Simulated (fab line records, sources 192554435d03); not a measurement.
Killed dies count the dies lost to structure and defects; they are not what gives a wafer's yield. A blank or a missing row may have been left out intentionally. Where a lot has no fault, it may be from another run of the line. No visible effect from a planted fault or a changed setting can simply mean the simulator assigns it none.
fab line records    flow n5_finfet
[record] lots = 7  wafers = 39
route steps=1938 shown FIN_SAQP@138 DUMMY_GATE@246 SD_EPI_N@279 GATE_CUT@469
start_h: hours from the record's first day to the start of the lot's first wafer shown    wait_h: time in hours since the lot's previous step    " identical to the entry in the row above    L1.1+2: several wafers, shown together as one row    - no value, or no start was given    * or withheld: withheld    < > ~ a bound
route shown NAME@n: names a module that has steps shown in the file, with the first one's number in the route    usual: mean/standard deviation taken from wafers without a fault    same: alike in all rows    chamber/n: place in a boat    sites: readings site by site    _std_site: how widely they spread, as a standard deviation    _edge_site: the outer-site mean with the inner-site mean subtracted    radius_mm: how far each site lies from the wafer's centre    mask NAME#n: copy n    behind: the most recent tool/chamber to have shaped the wafer    hold: the reason the lot was held/the length of the hold in hours/how it ended    device: transistor that didn't switch, given as n, p or np    end of line: the same wafers' tests at the end of the route    a step with no rows: only its recipe    killed: dies that structure and defects cost at the first sort, which is not the same as the wafer's yield    map: shows each die of a wafer: x if killed, . if not, _ if none is there
set.NAME: setting as actually run; set.NAME@STEP: the setting as run at that earlier step    model.NAME: the simulator's own value behind a step, which no gauge read
lots where settings were altered on purpose, with a table for each step and a row for each wafer
[[steps]]
[step N5_FIN_SAQP_SPACER2_ALD_28]
[recipe] material = SiO2  target_thk_a = 81  temp_c = 300  ald_precursor_family = BDEAS  ald_co_reactant = O2-plasma  pulse_time_s = 1  purge_time_s = 2  co_reactant_purge_time_s = 2  pressure_torr = 2
lot.wafer       tool        chamber    start_h  wait_h  set.temp_c  model.SiO2_of_FIN_SAQP_SPACER2_ALD_28.thk_nm
L082.1+5        ald_sin-03  1,2        74.34    0.1     300         8.2
L082.2+4+6      "           2,0,3      "        "       304.6       8
L082.3          "           3          "        "       300         8
L083.1+2+4      ald_sin-04  3,0,2      79.66    0.1     300         8
L085.1+2+4      ald_sin-01  3,1,3      91.74    0.1     300         8
L085.3+5+6      "           0,1,0      "        "       287.2       8.4
L088.1+3        ald_sin-04  0,2        110.08   0.1     300         8
L088.2          "           3          "        "       300         8.2
L088.4+5+6      "           1,1,0      "        "       288.4       8.4
L091.1+2+3+4+5  ald_sin-03  1,2,0,3,3  127.28   0.1     300         8
L091.6          "           0          "        "       300         8.2
L095.1          ald_sin-03  0          151.66   0.3     300         8.2
L095.2+3+5      "           3,2,2      "        "       287.3       8.4
L095.4+6        "           1,3        "        "       300         8
L097.1+5        ald_sin-04  2          162.96   0.1     300         8.2
L097.2          "           1          "        "       300         8
L097.3+4+6      "           3,1,3      "        "       310.5       8
[step N5_DUMMY_GATE_ETCH_32]
[recipe] chemistry = CF4  target = SiO2  target_depth_a = 35  time_s = 3.9  ion_energy_ev = 350  pressure_mtorr = 10  icp_w = 800  bias_w = 400  cf4_flow_sccm = 80
lot.wafer  tool       chamber  start_h  wait_h  set.time_s  model.etch.depth_nm
L082.1     rie_si-05  3        96.03    0.1     4.159       3.69
L082.2     "          0        "        "       4.159       3.787
L082.3     "          1        "        "       3.9         3.507
L082.4     "          1        "        "       4.159       3.723
L082.5     "          0        "        "       3.9         3.568
L082.6     "          3        "        "       3.9         3.501
L083.1     rie_si-04  0        101.36   0.1     3.9         3.461
L083.2     "          3        "        "       3.9         3.528
L083.4     "          1        "        "       3.9         3.55
L085.1     rie_si-05  0        116.29   0.1     3.9         3.535
L085.2     "          2        "        "       4.766       4.351
L085.3     "          3        "        "       4.766       4.246
L085.4     "          1        "        "       3.9         3.488
L085.5     "          0        "        "       4.766       4.345
L085.6     "          1        "        "       3.9         3.456
L088.1     rie_si-02  2        133.31   0.1     3.9         3.389
L088.2     "          0        "        "       3.9         3.552
L088.3     "          3        "        "       3.9         3.462
L088.4     "          1        "        "       3.9         3.388
L088.5     "          0        "        "       3.9         3.583
L088.6     "          3        "        "       3.9         3.514
L091.1     rie_si-02  2        147.98   0.1     3.9         3.402
L091.2     "          0        "        "       3.528       3.212
L091.3     "          1        "        "       3.9         3.416
L091.4     "          3        "        "       3.528       3.189
L091.5     "          0        "        "       3.9         3.551
L091.6     "          3        "        "       3.528       3.151
L095.1     rie_si-02  0        174.26   0.1     3.156       2.887
L095.2     "          2        "        "       3.156       2.747
L095.3     "          3        "        "       3.9         3.534
L095.4     "          1        "        "       3.9         3.392
L095.5     "          0        "        "       3.9         3.55
L095.6     "          3        "        "       3.156       2.845
L097.1     rie_si-04  0        186.10   0.1     3.9         3.434
L097.2     "          1        "        "       3.9         3.518
L097.3     "          3        "        "       4.348       3.889
L097.4     "          2        "        "       3.9         3.438
L097.5     "          0        "        "       4.348       3.839
L097.6     "          3        "        "       4.348       3.887
[step N5_SD_EPI_N_ETCH_16]
[recipe] chemistry = CHF3/O2  target = SiO2  target_depth_a = 50  mask_material = SOC  pressure_mtorr = 30  source_w = 650  bias_w = 170  Ar_flow_sccm = 200  CHF3_flow_sccm = 50  O2_flow_sccm = 5  ion_energy_ev = 200
lot.wafer  tool         chamber  start_h  wait_h  set.target_depth_a  model.etch.depth_nm
L082.1     rie_diel-04  0        98.25    0.1     50                  4.835
L082.2     "            1        "        "       55.58               5.505
L082.3     "            2        "        "       55.58               5.652
L082.4     "            3        "        "       50                  4.981
L082.5     "            1        "        "       50                  4.973
L082.6     "            0        "        "       55.58               5.363
L083.1     rie_diel-05  3        103.60   0.1     50                  4.831
L083.2     "            1        "        "       50                  5.049
L083.4     "            3        "        "       50                  4.823
L085.1     rie_diel-04  2        118.39   0.1     50                  5.14
L085.2     "            1        "        "       50                  5.01
L085.3     "            3        "        "       50                  5.025
L085.4     "            0        "        "       50                  4.858
L085.5     "            1        "        "       50                  5.024
L085.6     "            2        "        "       50                  5.103
L088.1     rie_diel-06  2        135.78   0.1     50                  4.98
L088.2     "            0        "        "       50                  4.887
L088.3     "            3        "        "       50                  4.875
L088.4     "            3        "        "       50                  4.859
L088.5     "            0        "        "       50                  4.899
L088.6     "            2        "        "       50                  5.014
L091.1     rie_diel-05  1        150.17   0.1     47.84               4.758
L091.2     "            3        "        "       50                  4.881
L091.3     "            0        "        "       50                  5.127
L091.4     "            2        "        "       50                  4.921
L091.5     "            2        "        "       47.84               4.629
L091.6     "            3        "        "       47.84               4.656
L095.1     rie_diel-05  0        176.53   0.1     53.37               5.42
L095.2     "            1        "        "       50                  4.927
L095.3     "            2        "        "       50                  4.868
L095.4     "            3        "        "       50                  4.809
L095.5     "            0        "        "       53.37               5.429
L095.6     "            1        "        "       53.37               5.252
L097.1     rie_diel-04  1        190.53   0.1     50                  4.951
L097.2     "            2        "        "       52                  5.248
L097.3     "            3        "        "       50                  4.932
L097.4     "            0        "        "       52                  4.974
L097.5     "            0        "        "       50                  4.811
L097.6     "            3        "        "       52                  5.088
[step N5_GATE_CUT_ETCH_58]
[recipe] chemistry = CH3F/O2  target = SiNx  target_depth_a = 170  time_s = 128.6  ion_energy_ev = 50  pressure_mtorr = 30  source_w = 415  bias_w = 21  Ar_flow_sccm = 150  CH3F_flow_sccm = 30  O2_flow_sccm = 20
[usual] rf_vpp_V = 99.4/0.91
lot.wafer  tool         chamber  start_h  wait_h  set.source_w  rf_vpp_V
L082.1     rie_diel-01  2        128.76   0.0     415           100.6
L082.2     "            0        "        "       415           99.0
L082.3     "            1        "        "       415           99.3
L082.4     "            3        "        "       415           98.5
L082.5     "            3        "        "       415           97.9
L082.6     "            2        "        "       415           100.3
L083.1     rie_diel-03  0        134.61   0.3     415           99.0
L083.2     "            1        "        "       415           99.4
L083.4     "            1        "        "       415           100.1
L085.1     rie_diel-02  0        150.79   0.0     415           99.2
L085.2     "            2        "        "       353.3         104.4
L085.3     "            1        "        "       415           99.5
L085.4     "            2        "        "       353.3         103.3
L085.5     "            0        "        "       415           98.5
L085.6     "            1        "        "       353.3         105.4
L088.1     rie_diel-02  2        166.07   0.0     415           98.8
L088.2     "            1        "        "       415           99.6
L088.3     "            0        "        "       415           99.8
L088.4     "            0        "        "       415           98.0
L088.5     "            1        "        "       415           99.2
L088.6     "            2        "        "       415           99.3
L091.1     rie_diel-03  3        182.51   0.2     415           100.5
L091.2     "            0        "        "       461.8         95.6
L091.3     "            1        "        "       415           99.1
L091.4     "            2        "        "       415           99.8
L091.5     "            2        "        "       461.8         96.0
L091.6     "            1        "        "       461.8         96.9
L095.1     rie_diel-03  2        207.94   0.2     415           100.2
L095.2     "            0        "        "       370.3         104.0
L095.3     "            3        "        "       370.3         105.1
L095.4     "            1        "        "       415           100.6
L095.5     "            0        "        "       370.3         103.9
L095.6     "            1        "        "       415           100.6
L097.1     rie_diel-02  1        221.01   0.0     415           99.1
L097.2     "            0        "        "       415           99.7
L097.3     "            2        "        "       415           99.7
L097.4     "            3        "        "       478.6         95.1
L097.5     "            1        "        "       478.6         94.5
L097.6     "            0        "        "       478.6         94.6
[[key]]
[split] step = N5_FIN_SAQP_SPACER2_ALD_28  setting = temp_c  stated = 300  by = wafer
[response] step = N5_FIN_SAQP_SPACER2_ALD_28  reading = model.SiO2_of_FIN_SAQP_SPACER2_ALD_28.thk_nm  change = -0.0773  per = 1%  r = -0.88
[split] step = N5_DUMMY_GATE_ETCH_32  setting = time_s  stated = 3.9  by = wafer
[response] step = N5_DUMMY_GATE_ETCH_32  reading = model.etch.depth_nm  change = +0.0352  per = 1%  r = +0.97
[split] step = N5_SD_EPI_N_ETCH_16  setting = target_depth_a  stated = 50  by = wafer
[response] step = N5_SD_EPI_N_ETCH_16  reading = model.etch.depth_nm  change = +0.0581  per = 1%  r = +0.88
[split] step = N5_GATE_CUT_ETCH_58  setting = source_w  stated = 415  by = wafer
[response] step = N5_GATE_CUT_ETCH_58  reading = rf_vpp_V  change = -0.335  per = 1%  r = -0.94
